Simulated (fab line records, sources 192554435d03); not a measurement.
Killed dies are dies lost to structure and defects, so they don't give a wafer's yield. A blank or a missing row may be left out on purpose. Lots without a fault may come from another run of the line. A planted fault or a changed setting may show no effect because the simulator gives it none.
Which tool did it? | flow n5_finfet | 11 lots, 33 wafers sampled, at 4 steps of a route of 1938

WHAT THE GAUGES READ, wafer by wafer
N5_PASSIVATION_CD_MEAS_10: target cd 3000 nm.
lot  | measured     | on        | cd_nm (nm)
L933 | day 11 17:17 | cd_sem-03 | 2998.0 2998.9 2996.9
L934 | day 12 06:57 | cd_sem-01 | 3000.7 3001.2 2999.5
L938 | day 13 18:29 | cd_sem-03 | 2998.2 2999.2 3002.5
L942 | day 14 15:26 | cd_sem-03 | 3002.2 2999.2 3000.6
L943 | day 15 02:20 | cd_sem-03 | 3002.5 3001.3 3005.7
L941 | day 15 10:02 | cd_sem-02 | 2997.4 2999.9 3000.1
L949 | day 16 18:04 | cd_sem-02 | 2998.9 3001.7 2999.1
L950 | day 16 18:21 | cd_sem-01 | 2998.9 2999.3 3000.4
L953 | day 17 09:25 | cd_sem-01 | 2999.2 3001.8 2997.2
L954 | day 18 01:50 | cd_sem-03 | 3000.1 3000.4 3002.2
L956 | day 18 17:59 | cd_sem-01 | 3000.3 3002.1 2998.5

N5_PASSIVATION_OVL_MEAS_66.
lot  | measured     | on         | PASS_OPEN_OVL (nm)
L933 | day 11 20:55 | overlay-02 | 2 8 4
L934 | day 12 10:44 | overlay-02 | -3 5 2
L938 | day 13 22:45 | overlay-02 | 2 3 6
L942 | day 14 19:49 | overlay-01 | 7 2 1
L943 | day 15 05:55 | overlay-01 | -5 4 5
L941 | day 15 14:07 | overlay-01 | -1 0 3
L949 | day 16 22:07 | overlay-01 | 0 1 5
L950 | day 16 21:56 | overlay-02 | 8 2 7
L953 | day 17 13:03 | overlay-02 | -7 -5 4
L954 | day 18 05:46 | overlay-02 | 1 0 2
L956 | day 18 22:04 | overlay-02 | 2 2 1

WHICH TOOL RAN EACH LOT (tool, then ch and the chambers of the sampled wafers, then the start)
lot  | N5_BEOL_M11_STRIP_77               | N5_PASSIVATION_PASS_ETCH_74
L933 | rie_diel-04 ch 1,2,3, day 10 06:33 | rie_diel-04 ch 0,2,3, day 11 17:29
L934 | rie_diel-04 ch 2,3, day 10 23:34   | rie_diel-03 ch 0,3, day 12 07:06
L938 | rie_diel-03 ch 1,3, day 12 10:21   | rie_diel-05 ch 0,2,3, day 13 18:52
L942 | rie_diel-04 ch 0,1,3, day 13 03:39 | rie_diel-05 ch 0,2,3, day 14 16:14
L943 | rie_diel-04 ch 0,2,3, day 13 12:31 | rie_diel-04 ch 0,2,3, day 15 02:29
L941 | rie_diel-04 ch 1,2, day 13 20:32   | rie_diel-05 ch 0,1, day 15 10:31
L949 | rie_diel-05 ch 1,2,3, day 15 02:47 | rie_diel-03 ch 0,1,3, day 16 18:34
L950 | rie_diel-03 ch 1,2,3, day 15 07:23 | rie_diel-04 ch 1,2,3, day 16 18:37
L953 | rie_diel-05 ch 0,1,3, day 15 13:31 | rie_diel-03 ch 1,3, day 17 09:43
L954 | rie_diel-04 ch 0,1,3, day 16 18:06 | rie_diel-04 ch 2,3, day 18 02:04
L956 | rie_diel-05 ch 0,2, day 17 09:14   | rie_diel-04 ch 0,2,3, day 18 18:31
- N5_BEOL_M11_STRIP_77: strips in N2/H2, time 10 s.
- N5_PASSIVATION_PASS_ETCH_74: etches SiNx in CF4/O2, target depth 220 nm, time 110 s.

WHAT THE TOOLS THEMSELVES READ (means of the sampled wafers that have a number; where no wafer has one, the mark that the record gives instead)
N5_BEOL_M11_STRIP_77.
lot  | tool        | drypump_motor_current_A (A) | oes_product_au (a.u.) | rf_vpp_V (V) | showerhead_plenum_p_Torr (Torr) | throttle_valve_pct (%)
L933 | rie_diel-04 | 5.7                         | 0.79                  | 59.7         | 2.57                            | 23.62
L934 | rie_diel-04 | 6.0                         | 0.75                  | 58.9         | 2.55                            | 23.60
L938 | rie_diel-03 | 5.5                         | 0.84                  | 59.5         | 2.55                            | 23.37
L942 | rie_diel-04 | 5.4                         | 0.78                  | 58.5         | 2.54                            | 23.69
L943 | rie_diel-04 | 5.7                         | 0.86                  | 58.4         | 2.52                            | 23.53
L941 | rie_diel-04 | 5.8                         | 0.92                  | 58.9         | 2.51                            | 23.56
L949 | rie_diel-05 | 6.1                         | 0.70                  | 59.1         | 2.54                            | 23.92
L950 | rie_diel-03 | 5.6                         | 0.85                  | 60.3         | 2.58                            | 23.29
L953 | rie_diel-05 | 6.1                         | 0.78                  | 60.4         | 2.61                            | 23.86
L954 | rie_diel-04 | 5.4                         | 0.76                  | 58.9         | 2.53                            | 23.72
L956 | rie_diel-05 | 6.3                         | 0.78                  | 59.3         | 2.57                            | 23.64

N5_PASSIVATION_PASS_ETCH_74.
lot  | tool        | drypump_motor_current_A (A) | oes_product_au (a.u.) | rf_fwd_power_W (W) | rf_vpp_V (V) | showerhead_plenum_p_Torr (Torr) | throttle_valve_pct (%)
L933 | rie_diel-04 | 5.7                         | 0.76                  | 531.4              | 239          | 2.20                            | 16.08
L934 | rie_diel-03 | 5.8                         | 0.82                  | 531.6              | 239          | 2.27                            | 15.94
L938 | rie_diel-05 | 6.2                         | 0.70                  | 532.8              | 246          | 2.18                            | 16.13
L942 | rie_diel-05 | 6.3                         | 0.80                  | 532.6              | 248          | 2.27                            | 15.98
L943 | rie_diel-04 | 5.7                         | 0.84                  | 529.9              | 239          | 2.19                            | 15.96
L941 | rie_diel-05 | 6.0                         | 0.80                  | 531.4              | 239          | 2.24                            | 16.13
L949 | rie_diel-03 | 5.6                         | 0.78                  | 531.5              | 240          | 2.22                            | 15.91
L950 | rie_diel-04 | 5.7                         | 0.85                  | 532.9              | 240          | 2.23                            | 15.96
L953 | rie_diel-03 | 5.3                         | 0.77                  | 533.9              | 241          | 2.16                            | 15.83
L954 | rie_diel-04 | 6.0                         | 0.86                  | 530.6              | 243          | 2.26                            | 15.80
L956 | rie_diel-04 | 5.7                         | 0.80                  | 531.2              | 239          | 2.19                            | 16.01

THE ANSWER, worked out from the rows above alone
Rule: what is usual is taken from the lots themselves. Put in order of their means at a reading, lots are off if they are a third of the lots or fewer, leave a main group of 4 or more, and stand apart from it by a gap of 3 or more times the standard deviation of the main group's means; of several such gaps the widest counts. A main group whose means are all the same, to the digits that the tables above print for the reading, isn't used. A lot without any number at a reading at which 4 lots or more have one is off too. The other lots that the step has rows for count as sound. The gauges are gone through in route order, then the tools' own readings, and for those a lot's mean is taken as printed above. The first step at which some lot is off is used, and at that step the reading that is off furthest; a lot without a number counts as furthest.
No lot is off at any reading shown: from this, nothing can be told.

WHAT THE SIMULATOR HAD PUT IN
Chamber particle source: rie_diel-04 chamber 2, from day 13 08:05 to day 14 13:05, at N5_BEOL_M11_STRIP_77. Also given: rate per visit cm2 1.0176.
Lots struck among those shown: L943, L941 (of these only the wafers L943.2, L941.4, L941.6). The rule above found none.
